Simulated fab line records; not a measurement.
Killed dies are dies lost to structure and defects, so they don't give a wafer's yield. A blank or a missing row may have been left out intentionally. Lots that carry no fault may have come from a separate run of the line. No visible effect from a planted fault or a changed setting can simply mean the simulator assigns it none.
Matching of chambers || flow nandHarc || NHARC_P_CONTACT_ALD_22 on aldMetal-03: 4 sister chambers
The step deposits TiN, target thk 3 nm, pulse time 1 s, ald cycles 150. 4 wafers are shown with their chamber, then 7 later ones without.

EACH WAFER AND ITS CHAMBER
{"wafer": "L402.2", "chamber": 2, "heaterPowerW (W)": 1006}
{"wafer": "L403.1", "chamber": 0, "heaterPowerW (W)": 1096}
{"wafer": "L404.2", "chamber": 1, "heaterPowerW (W)": 1109}
{"wafer": "L404.3", "chamber": 3, "heaterPowerW (W)": 894}

WAFERS MISSING THEIR CHAMBER
{"wafer": "L404.4", "heaterPowerW (W)": 1070}
{"wafer": "L405.3", "heaterPowerW (W)": 1139}
{"wafer": "L405.5", "heaterPowerW (W)": 1091}
{"wafer": "L405.6", "heaterPowerW (W)": 914}
{"wafer": "L406.1", "heaterPowerW (W)": 911}
{"wafer": "L406.5", "heaterPowerW (W)": 881}
{"wafer": "L406.6", "heaterPowerW (W)": 970}

WHICH CHAMBER EACH WENT THROUGH
{"wafer": "L404.4", "from the rows above": "can't be placed: 0 or 1 or 2", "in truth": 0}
{"wafer": "L405.3", "from the rows above": "can't be placed: 1 or 0", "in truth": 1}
{"wafer": "L405.5", "from the rows above": "can't be placed: 0 or 1", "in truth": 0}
{"wafer": "L405.6", "from the rows above": 3, "in truth": 3}
{"wafer": "L406.1", "from the rows above": 3, "in truth": 3}
{"wafer": "L406.5", "from the rows above": 3, "in truth": 3}
{"wafer": "L406.6", "from the rows above": "can't be placed: 2 or 3", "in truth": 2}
Correctly placed: 3 of 7. Unplaceable from these rows: 4, with the true chamber sitting among the candidates in 4. 0 placed wrongly.
How it was worked out, from the rows above alone: a wafer's distance from a chamber is the root of the sum, over the readings, of the square of ((its reading less the chamber's mean) divided by the reading's scatter). The wafer belongs to the nearest chamber; if the next one is less than 2 further off, it can't be placed. A chamber's mean is the mean of its shown wafers. The scatter (one wafer shown for each chamber): square how far every hidden wafer sits from the nearest shown wafer, average those squares and take the square root.
